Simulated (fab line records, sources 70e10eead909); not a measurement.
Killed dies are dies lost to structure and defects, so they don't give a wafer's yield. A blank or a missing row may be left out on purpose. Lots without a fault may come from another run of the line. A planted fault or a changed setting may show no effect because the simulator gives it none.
One fault seen from 2 desks | flow nand_harc | each desk has only its own numbers; what lay behind them comes last

THE TOOL OWNER'S DESK: rie_diel-07
The tool's own readings at NHARC_A_CONTACT_ETCH_92 (etches the open film in CH3F/O2, target depth 40 nm, time 85.7 s): means of the sampled wafers that have a number, for each lot that ran on this tool. A lot is out of limits, marked OUT, if its mean lies more than 4 standard deviations from the usual mean; the brackets give that distance.
Columns: A = drypump_motor_current_A at NHARC_A_CONTACT_ETCH_92, usual 5.7 A; B = oes_product_au at NHARC_A_CONTACT_ETCH_92, usual 0.936 a.u.; C = rf_vpp_V at NHARC_A_CONTACT_ETCH_92, usual 244.5 V; D = showerhead_plenum_p_Torr at NHARC_A_CONTACT_ETCH_92, usual 2.46 Torr; E = throttle_valve_pct at NHARC_A_CONTACT_ETCH_92, usual 20.662 %
lot  | first seen here | A   | B                | C     | D    | E
L434 | day 16 22:11    | 5.8 | 0.929            | 243.0 | 2.35 | 20.666
L438 | day 17 20:55    | 5.4 | 0.932            | 244.1 | 2.49 | 20.669
L443 | day 19 09:24    | 5.6 | 0.872            | 244.1 | 2.46 | 20.661
L442 | day 19 13:23    | 5.8 | 0.873            | 245.4 | 2.48 | 20.655
L444 | day 20 09:42    | 5.8 | 0.834 (-4.1) OUT | 244.2 | 2.47 | 20.666
L456 | day 22 23:32    | 5.8 | 0.921            | 244.1 | 2.47 | 20.658
This desk's finding: out of limits on L444; first on L444, day 20 09:42 (oes_product_au at NHARC_A_CONTACT_ETCH_92). In limits: L434, L438, L443, L442, L456.

THE METROLOGY DESK
What the gauges read, lot by lot, whatever tool the lot ran on: means of the sampled wafers that have a number. A lot is out of limits, marked OUT, if its mean lies more than 4 standard deviations from the usual mean; the brackets give that distance.
Columns: A = overlay_x_nm at NHARC_A_CONTACT_OVL_MEAS_09, usual -0.2 nm; B = overlay_y_nm at NHARC_A_CONTACT_OVL_MEAS_09, usual 0.1 nm
lot  | first seen here | A    | B
L434 | day 16 19:56    | 0.1  | -0.6
L433 | day 17 00:20    | 1.2  | -1.0
L438 | day 17 18:43    | 0.1  | 0.6
L435 | day 17 19:07    | -0.6 | -0.4
L439 | day 17 21:48    | -0.1 | 0.1
L443 | day 19 07:09    | -1.0 | 0.1
L442 | day 19 10:52    | -0.6 | 0.6
L444 | day 20 07:22    | 0.0  | 2.0
L450 | day 20 17:08    | 0.4  | -1.1
L451 | day 22 05:59    | 0.2  | -1.2
L453 | day 22 18:50    | -0.7 | 2.2
L456 | day 22 21:20    | 0.2  | -1.2
This desk's finding: nothing out of limits on any of the 12 lots.

PUT TOGETHER
The tool owner's desk could have raised an alarm at day 20 09:42, on L444.
The metrology desk saw nothing out of limits.
The metrology desk has L444 on record, within its limits.
Of the lots named, all ran NHARC_A_CONTACT_ETCH_92 on rie_diel-07.

WHAT THE SIMULATOR HAD PUT IN
Process parameter drift: rie_diel-07, from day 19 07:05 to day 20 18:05, at NHARC_A_CONTACT_ETCH_92. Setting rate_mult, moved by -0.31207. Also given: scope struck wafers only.
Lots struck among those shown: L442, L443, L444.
Hours from the fault's start to each desk's first reading out of limits: the tool owner's desk, 27.
